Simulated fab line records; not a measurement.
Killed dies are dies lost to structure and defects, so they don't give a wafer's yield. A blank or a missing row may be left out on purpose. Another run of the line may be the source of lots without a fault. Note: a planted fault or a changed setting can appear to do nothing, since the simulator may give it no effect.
Which tool was responsible? | flow nand harc | route of 1159 steps, sampled at 1 step: 6 lots, 18 wafers

== WHAT THE GAUGES SHOWED, per wafer ==
NHARC_P_START_INSPECT_01.
lot  | measured    | on                | raw defect count
L873 | day 1 18:02 | defect inspect-01 | 2 3 2
L875 | day 2 06:02 | defect inspect-02 | 4 3 4
L877 | day 2 18:02 | defect inspect-02 | 2 1 6
L887 | day 5 06:02 | defect inspect-01 | 7 5 2
L890 | day 6 00:02 | defect inspect-02 | 5 4 5
L894 | day 7 00:02 | defect inspect-01 | 1 8 3

== TOOL THAT RAN EACH LOT (tool first, then ch and the chambers of the sampled wafers, then the start) ==
No process step before these readings appears in the record.

== THE ANSWER, worked out from the rows above alone ==
Rule: usual is defined by the lots themselves. The widest of any qualifying gaps counts: lots, ordered by their means at a reading, are off when they make up no more than a third of the lots, leave a main group of 4 or more, and stand apart from it by 3 or more times the standard deviation of that group's means. A main group whose means are all the same, to the digits that the tables above print for the reading, isn't used. Also off: a lot with no number at a reading for which 4 or more lots have one. Any other lot the step has rows for is counted as sound.
Nothing can be told from this: no lot is off at any reading shown.

== WHAT THE SIMULATOR HAD INSERTED ==
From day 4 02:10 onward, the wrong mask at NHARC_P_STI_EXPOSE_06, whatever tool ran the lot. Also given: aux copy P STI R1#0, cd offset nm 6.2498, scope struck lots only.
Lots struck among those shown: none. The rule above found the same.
